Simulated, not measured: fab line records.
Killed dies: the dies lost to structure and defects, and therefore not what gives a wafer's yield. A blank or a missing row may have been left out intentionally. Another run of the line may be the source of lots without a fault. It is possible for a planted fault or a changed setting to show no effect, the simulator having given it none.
Chamber matching + flow nand-harc + rie-diel-04 running NHARC_A_STAIRCASE_DESCUM_168: 4 sister chambers
The step chemistry O2, time 3 s. 16 wafers are shown with their chamber, then 8 later ones without.

== WAFERS, EACH WITH ITS CHAMBER ==
| wafer  | chamber | showerhead-plenum-p-Torr (Torr) | drypump-motor-current-A (A) | rf-vpp-V (V) |
|--------|---------|---------------------------------|-----------------------------|--------------|
| L077.3 | 2       | 1.81                            | 5.6                         | 57.2         |
| L077.5 | 0       | 2.08                            | 5.9                         | 59.8         |
| L077.6 | 3       | 1.79                            | 6.1                         | 57.5         |
| L079.1 | 1       | 1.90                            | 6.0                         | 58.9         |
| L079.3 | 3       | 1.79                            | 6.1                         | 55.6         |
| L079.6 | 0       | 2.07                            | 6.0                         | 60.1         |
| L082.2 | 0       | 2.07                            | 5.9                         | 58.3         |
| L082.3 | 2       | 1.80                            | 5.6                         | 56.9         |
| L082.4 | 1       | 1.90                            | 6.0                         | 57.0         |
| L083.1 | 0       | 2.07                            | 5.9                         | 57.4         |
| L083.2 | 1       | 1.90                            | 6.0                         | 59.0         |
| L083.6 | 1       | 1.90                            | 6.0                         | 58.4         |
| L084.1 | 2       | 1.80                            | 5.6                         | 56.7         |
| L084.2 | 0       | 2.07                            | 6.0                         | 57.6         |
| L084.4 | 1       | 1.90                            | 6.0                         | 56.8         |
| L086.1 | 3       | 1.78                            | 6.1                         | 57.0         |

SIGNATURES (averages over the wafers above)
| reading                  | chamber 0 | chamber 1 | chamber 2 | chamber 3 | scatter within a chamber |
|--------------------------|-----------|-----------|-----------|-----------|--------------------------|
| showerhead-plenum-p-Torr | 2.0720    | 1.9000    | 1.8033    | 1.7867    | 0.00422                  |
| drypump-motor-current-A  | 5.940     | 6.000     | 5.600     | 6.100     | 0.0316                   |
| rf-vpp-V                 | 58.640    | 58.020    | 56.933    | 56.700    | 1.03                     |
Rule: a wafer's distance from a chamber is the root of the sum, over the readings, of the square of ((its reading less the chamber's mean) divided by the reading's scatter). If the next closest chamber is less than 2 further off than the closest, the wafer can't be placed; otherwise it belongs to the closest. How the scatter is found: for the shown wafers, subtract from each reading the mean of its chamber, square and add these, divide the total by (wafers less chambers), then take the root.

== WAFERS WITH NO CHAMBER GIVEN ==
| wafer  | showerhead-plenum-p-Torr (Torr) | drypump-motor-current-A (A) | rf-vpp-V (V) |
|--------|---------------------------------|-----------------------------|--------------|
| L086.2 | 1.89                            | 5.9                         | 56.0         |
| L086.6 | 2.07                            | 6.0                         | 59.4         |
| L093.2 | 1.77                            | 6.0                         | 58.2         |
| L093.5 | 1.79                            | 5.6                         | 56.7         |
| L093.6 | 1.77                            | 6.1                         | 58.7         |
| L092.1 | 1.77                            | 6.1                         | 56.5         |
| L092.2 | 2.06                            | 5.9                         | 57.3         |
| L092.5 | 1.77                            | 6.1                         | 56.0         |

== EACH ONE'S CHAMBER ==
| wafer  | from the rows above | in truth |
|--------|---------------------|----------|
| L086.2 | 1                   | 1        |
| L086.6 | 0                   | 0        |
| L093.2 | 3                   | 3        |
| L093.5 | 2                   | 2        |
| L093.6 | 3                   | 3        |
| L092.1 | 3                   | 3        |
| L092.2 | 0                   | 0        |
| L092.5 | 3                   | 3        |
Placed correctly: 8 of 8. From these rows, 0 cannot be placed. Wrongly placed: 0.
